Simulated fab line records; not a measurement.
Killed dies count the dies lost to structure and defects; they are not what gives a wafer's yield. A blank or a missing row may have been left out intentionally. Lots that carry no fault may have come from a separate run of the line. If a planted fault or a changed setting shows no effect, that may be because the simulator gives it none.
Chamber matching / flow n5_finfet / N5_FIN_SAQP_PECVD_47 on pecvd-02: 3 sister chambers
The step deposits a-Si from SiH4/He, target thk 45 nm, time 36.3 s. 6 wafers are shown with their chamber, then 8 later ones without.

== WAFERS WITH THEIR CHAMBER ==
wafer=L080.4; chamber=2; throttle_valve_pct (%)=16.6; showerhead_plenum_p_Torr (Torr)=5.62
wafer=L082.5; chamber=2; throttle_valve_pct (%)=16.4; showerhead_plenum_p_Torr (Torr)=5.61
wafer=L082.6; chamber=0; throttle_valve_pct (%)=19.5; showerhead_plenum_p_Torr (Torr)=5.73
wafer=L085.4; chamber=1; throttle_valve_pct (%)=18.5; showerhead_plenum_p_Torr (Torr)=5.64
wafer=L085.6; chamber=0; throttle_valve_pct (%)=19.4; showerhead_plenum_p_Torr (Torr)=5.74
wafer=L088.1; chamber=1; throttle_valve_pct (%)=18.6; showerhead_plenum_p_Torr (Torr)=5.64

== WAFERS WHOSE CHAMBER IS MISSING ==
wafer=L088.3; throttle_valve_pct (%)=19.8; showerhead_plenum_p_Torr (Torr)=5.74
wafer=L088.6; throttle_valve_pct (%)=18.3; showerhead_plenum_p_Torr (Torr)=5.65
wafer=L091.2; throttle_valve_pct (%)=18.5; showerhead_plenum_p_Torr (Torr)=5.65
wafer=L091.4; throttle_valve_pct (%)=18.3; showerhead_plenum_p_Torr (Torr)=5.65
wafer=L091.6; throttle_valve_pct (%)=16.5; showerhead_plenum_p_Torr (Torr)=5.61
wafer=L095.2; throttle_valve_pct (%)=19.4; showerhead_plenum_p_Torr (Torr)=5.74
wafer=L095.3; throttle_valve_pct (%)=18.7; showerhead_plenum_p_Torr (Torr)=5.64
wafer=L095.6; throttle_valve_pct (%)=18.4; showerhead_plenum_p_Torr (Torr)=5.63

== THE CHAMBER EACH PASSED THROUGH ==
wafer=L088.3; from the rows above=0; in truth=0
wafer=L088.6; from the rows above=1; in truth=1
wafer=L091.2; from the rows above=1; in truth=1
wafer=L091.4; from the rows above=1; in truth=1
wafer=L091.6; from the rows above=2; in truth=2
wafer=L095.2; from the rows above=0; in truth=0
wafer=L095.3; from the rows above=1; in truth=1
wafer=L095.6; from the rows above=1; in truth=1
8 of 8 placed correctly. Left unplaced by these rows: 0. 0 placed wrongly.
How it was worked out, from the rows above alone: a wafer's distance from a chamber is the root of the sum, over the readings, of the square of ((its reading less the chamber's mean) divided by the reading's scatter). The wafer belongs to the nearest chamber; if the next one is less than 2 further off, it can't be placed. For every chamber, the mean is computed from those of its wafers that are shown. The scatter is the square root of a quotient: the sum, over the shown wafers, of each reading's squared deviation from its chamber's mean, divided by wafers minus chambers.
